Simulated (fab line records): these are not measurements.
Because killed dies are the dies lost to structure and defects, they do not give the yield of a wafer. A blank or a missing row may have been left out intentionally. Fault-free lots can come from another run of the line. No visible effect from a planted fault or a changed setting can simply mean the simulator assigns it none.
Struck lot and sound lot, side by side ; flow n5-finfet ; 16 steps out of a route of 1938
Sound: the wafers L254.1, L254.2, L254.3. Wafers struck: L260.1, L260.3, L260.4. The cause is named last.
Per side, at each step with rows, come the tool, then ch with its chambers, and then its first start. Under that, the readings that differ: sound wafers ; struck wafers ; difference of the means ; sigmas: that difference in standard deviations of wafers without a fault.
alike: words and numbers the same on both sides, and readings whose means are apart by under 2 such deviations; not compared: readings that were withheld, readings missing a value for some wafer, numbers with overlapping values and no deviation given by the record, and bounds like >300 which may hide the same value.
The two part at a step that has a row with sigmas, a row that says differs or no value, or rows on one side only. Numbers that don't overlap but have no deviation are shown without sigmas and don't part them. A reading that every wafer of one side lacks parts them only if that side has two wafers or more.

N5_BEOL_M3_STRIP_97: strips in N2/H2, time 10 s.
  sound on rie-diel-01 ch 0,1,2; struck on rie-diel-02 ch 0,1,2
  alike: drypump-motor-current-A, oes-product-au, rf-vpp-V, showerhead-plenum-p-Torr, throttle-valve-pct
  not compared: rf-hours-counter-h
N5_BEOL_M3_OCD_MEAS_38:
  sound on ocd-01, day 8 21:12; struck on ocd-02, day 10 09:10
  alike: trench-depth-nm
then, 4 steps without rows for these wafers: N5_BEOL_M3_HM_STRIP_39 (strips TiN in peroxide tin strip, target depth 25 nm, time 158 s); N5_BEOL_M3_SRD_40 (time 30 s); N5_BEOL_M3_PRECLEAN_42 (cleans in residue remover, time 60 s); N5_BEOL_M3_SRD_43 (time 30 s).
N5_BEOL_M3_CD_MEAS_35: target cd 18 nm, target cd y 21 nm.
  sound on cd-sem-03, day 8 21:22; struck on cd-sem-02, day 10 09:19
  alike: cd-nm
N5_BEOL_M3_DEGAS_44: time 60 s.
  sound on pvd-sputter-02, day 8 22:05; struck on pvd-sputter-01, day 10 09:41
  alike: heater-power-w
N5_BEOL_M3_PRE_CLEAN_45: time 30 s.
  sound on pvd-sputter-02, day 8 22:07; struck on pvd-sputter-01, day 10 09:44
  alike: heater-power-w
N5_BEOL_M3_ALD_84: deposits TaN, pulse time 2 s, purge time 3 s, co reactant purge time 2 s.
  sound on ald-metal-03 ch 0,2,3, day 8 22:11; struck on ald-metal-04 ch 1,2,3, day 10 09:48
  alike: heater-power-w
then, 2 steps without rows for these wafers: N5_BEOL_M3_SURFACE_TREAT_85; N5_BEOL_M3_CVD_47 (deposits Co from CCTBA/H2, target thk 3 nm, time 223.8 s).
N5_BEOL_M3_SPUTTER_48: material Cu, target thk 4.5 nm, time 8.29 s.
  sound on pvd-sputter-01, day 8 22:39; struck on pvd-sputter-01, day 10 10:35
  no value came back on the struck wafers for chamber-pressure-pa (Pa), chuck-gas-flow-sccm (sccm), throttle-valve-pct (%); on the sound wafers chamber-pressure-pa (Pa) reads 0.06996 0.06975 0.06993
N5_BEOL_M3_ANNEAL_49: time 240 s.
  sound on pvd-sputter-01, day 8 22:44; struck on pvd-sputter-01, day 10 10:40
  alike: heater-power-w, susceptor_temp_C_max
N5_BEOL_M4_RC_MEAS_101:
  sound on prober-01 ch 0, day 9 18:31; struck on prober-02 ch 0, day 11 07:45
  alike: DIBL_N, DIBL_P, IOFF_N, IOFF_P, ION_N, ION_P, SS_N, SS_P, VT_N, VT_P
-- a jump in the record: the struck wafers' starts before and after are 5 days apart (it breaks off in module BEOL_M4 and resumes in module PASSIVATION, where the first step shown is number 1936 of the route) --
N5_PASSIVATION_PROBE_49:
  the record has rows for the struck wafers here (prober-01, day 16 03:46) and none for the sound ones

== WHERE THEY PART ==
Last at N5_PASSIVATION_PROBE_49 as far as this record goes, first at N5_BEOL_M3_SPUTTER_48.

WHY: whatever the simulator had introduced
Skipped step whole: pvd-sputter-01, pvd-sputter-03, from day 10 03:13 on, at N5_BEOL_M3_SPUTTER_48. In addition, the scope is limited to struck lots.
